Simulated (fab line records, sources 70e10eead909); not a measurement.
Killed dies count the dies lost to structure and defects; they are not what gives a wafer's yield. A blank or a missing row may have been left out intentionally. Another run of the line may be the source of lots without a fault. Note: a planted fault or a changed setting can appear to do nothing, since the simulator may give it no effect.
Matching of chambers | flow nandHarc | NHARC_P_GATE_DESCUM_31 on rieDiel-04 has 4 sister chambers
The step chemistry O2, time 3 s. 16 wafers are shown with their chamber, then 8 later ones without.

WAFERS, EACH WITH ITS CHAMBER
wafer  | chamber | drypumpMotorCurrentA (A) | oesProductAu (a.u.) | rfVppV (V)
L076.1 | 2       | 5.7                      | 0.988               | 56.6
L076.2 | 0       | 5.8                      | 1.008               | 55.8
L076.6 | 1       | 6.2                      | 0.996               | 58.4
L084.2 | 3       | 5.4                      | 1.002               | 57.3
L084.4 | 2       | 5.7                      | 0.994               | 56.6
L084.6 | 2       | 5.7                      | 0.990               | 56.7
L087.3 | 0       | 5.8                      | 1.012               | 57.9
L087.5 | 3       | 5.4                      | 1.014               | 58.1
L087.6 | 2       | 5.7                      | 0.991               | 57.2
L088.3 | 1       | 6.2                      | 0.992               | 57.7
L088.4 | 0       | 5.8                      | 1.019               | 57.3
L088.5 | 2       | 5.7                      | 0.985               | 56.7
L091.1 | 1       | 6.2                      | 0.991               | 56.5
L091.2 | 0       | 5.8                      | 1.004               | 59.1
L091.4 | 3       | 5.4                      | 1.018               | 58.3
L092.1 | 3       | 5.3                      | 1.013               | 58.0

SIGNATURES, as means of the wafers listed above
reading              | chamber 0 | chamber 1 | chamber 2 | chamber 3 | scatter within a chamber
drypumpMotorCurrentA | 5.800     | 6.200     | 5.700     | 5.375     | 0.025
oesProductAu         | 1.01075   | 0.99300   | 0.98960   | 1.01175   | 0.00519
rfVppV               | 57.525    | 57.533    | 56.760    | 57.925    | 0.832
Rule: a wafer lies at a distance from a chamber equal to the root of the sum of squares, over the readings, of (its reading less the chamber's mean, divided by the reading's scatter). The wafer belongs to the nearest chamber; if the next one is less than 2 further off, it can't be placed. The scatter: take each reading less its chamber's mean, square it, sum over the shown wafers, divide by the number of wafers less the number of chambers, and take the root.

WAFERS MISSING THEIR CHAMBER
wafer  | drypumpMotorCurrentA (A) | oesProductAu (a.u.) | rfVppV (V)
L092.3 | 5.8                      | 1.003               | 57.2
L092.5 | 5.3                      | 1.007               | 58.2
L094.1 | 6.2                      | 0.983               | 58.4
L094.2 | 5.8                      | 0.992               | 56.4
L094.3 | 5.4                      | 1.007               | 59.2
L096.2 | 5.4                      | 1.015               | 59.1
L096.5 | 6.2                      | 0.996               | 55.5
L096.6 | 5.8                      | 1.008               | 58.0

WHICH CHAMBER EACH WENT THROUGH
wafer  | from the rows above     | in truth
L092.3 | 0                       | 0
L092.5 | 3                       | 3
L094.1 | 1                       | 1
L094.2 | can't be placed: 0 or 2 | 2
L094.3 | 3                       | 3
L096.2 | 3                       | 3
L096.5 | 1                       | 1
L096.6 | 0                       | 0
Placed correctly: 7 of 8. Not placeable from these rows: 1 (in 1, the candidates include the true chamber). 0 placed wrongly.
